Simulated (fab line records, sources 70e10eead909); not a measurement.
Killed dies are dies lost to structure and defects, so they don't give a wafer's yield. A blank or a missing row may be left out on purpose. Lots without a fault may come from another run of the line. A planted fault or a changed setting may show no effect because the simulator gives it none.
Chamber matching | flow nand_harc | NHARC_A_CONTACT_ETCH_75 on rie_diel-07: 4 sister chambers
The step etches the open film in CF4, target depth 39 nm, time 65 s. 27 wafers are shown with their chamber, then 12 later ones without.

WAFERS WITH THEIR CHAMBER
wafer  | chamber | drypump_motor_current_A (A) | rf_vpp_V (V) | oes_product_au (a.u.)
L075.2 | 0       | 5.84                        | 150.7        | 0.994
L075.3 | 2       | 5.82                        | 153.0        | 1.001
L075.6 | 1       | 5.87                        | 151.1        | 0.991
L078.2 | 0       | 5.84                        | 151.1        | 0.988
L078.5 | 2       | 5.83                        | 152.6        | 0.996
L078.6 | 1       | 5.87                        | 150.6        | 0.990
L079.1 | 0       | 5.83                        | 150.5        | 1.000
L079.4 | 2       | 5.83                        | 152.1        | 0.979
L079.6 | 0       | 5.82                        | 150.9        | 0.999
L083.3 | 0       | 5.82                        | 149.6        | 1.009
L083.4 | 2       | 5.84                        | 153.3        | 0.998
L083.6 | 1       | 5.85                        | 150.9        | 1.011
L085.1 | 0       | 5.84                        | 150.9        | 1.008
L085.3 | 3       | 5.56                        | 151.6        | 1.000
L085.4 | 1       | 5.85                        | 149.9        | 1.012
L087.1 | 3       | 5.53                        | 150.7        | 0.994
L087.2 | 0       | 5.84                        | 149.9        | 1.002
L087.3 | 2       | 5.83                        | 151.8        | 1.000
L086.2 | 2       | 5.83                        | 152.9        | 0.999
L086.4 | 1       | 5.89                        | 149.2        | 1.008
L086.5 | 1       | 5.87                        | 149.9        | 1.007
L089.1 | 1       | 5.88                        | 149.2        | 0.999
L089.4 | 0       | 5.80                        | 150.7        | 1.000
L089.5 | 3       | 5.56                        | 151.8        | 0.992
L092.1 | 1       | 5.86                        | 149.9        | 0.998
L092.2 | 3       | 5.57                        | 154.1        | 1.001
L092.4 | 0       | 5.82                        | 151.2        | 1.003

SIGNATURES (means of the wafers above)
reading                 | chamber 0 | chamber 1 | chamber 2 | chamber 3 | scatter within a chamber
drypump_motor_current_A | 5.8278    | 5.8675    | 5.8300    | 5.5550    | 0.0132
rf_vpp_V                | 150.611   | 150.088   | 152.617   | 152.050   | 0.776
oes_product_au          | 1.00033   | 1.00200   | 0.99550   | 0.99675   | 0.00743
Rule: a wafer's distance from a chamber is the root of the sum, over the readings, of the square of ((its reading less the chamber's mean) divided by the reading's scatter). The wafer belongs to the nearest chamber; if the next one is less than 2 further off, it can't be placed. The scatter: the root of (the sum of the squares of (reading less its chamber's mean) over the shown wafers, divided by (wafers less chambers)).

WAFERS WITHOUT THEIR CHAMBER
wafer  | drypump_motor_current_A (A) | rf_vpp_V (V) | oes_product_au (a.u.)
L093.1 | 5.84                        | 151.2        | 1.005
L093.2 | 5.88                        | 150.0        | 1.001
L093.3 | 5.82                        | 150.5        | 0.998
L097.1 | 5.85                        | 148.0        | 1.009
L097.2 | 5.55                        | 151.8        | 0.990
L097.3 | 5.87                        | 151.6        | 0.997
L096.1 | 5.81                        | 151.3        | 1.006
L096.4 | 5.83                        | 150.2        | 0.995
L096.5 | 5.83                        | 151.1        | 1.007
L095.2 | 5.88                        | 151.0        | 1.001
L095.4 | 5.84                        | 151.1        | 0.993
L095.5 | 5.83                        | 153.1        | 1.001

WHICH CHAMBER EACH WENT THROUGH
wafer  | from the rows above          | in truth
L093.1 | can't be placed: 0 or 2 or 1 | 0
L093.2 | 1                            | 1
L093.3 | 0                            | 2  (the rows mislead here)
L097.1 | can't be placed: 1 or 0      | 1
L097.2 | 3                            | 3
L097.3 | can't be placed: 1 or 2 or 0 | 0
L096.1 | can't be placed: 0 or 2      | 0
L096.4 | 0                            | 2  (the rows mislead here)
L096.5 | can't be placed: 0 or 2      | 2
L095.2 | 1                            | 1
L095.4 | can't be placed: 0 or 2 or 1 | 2
L095.5 | 2                            | 2
Placed correctly: 4 of 12. Can't be placed from these rows: 6 (the true chamber is among the candidates in 6). Placed wrongly: 2.
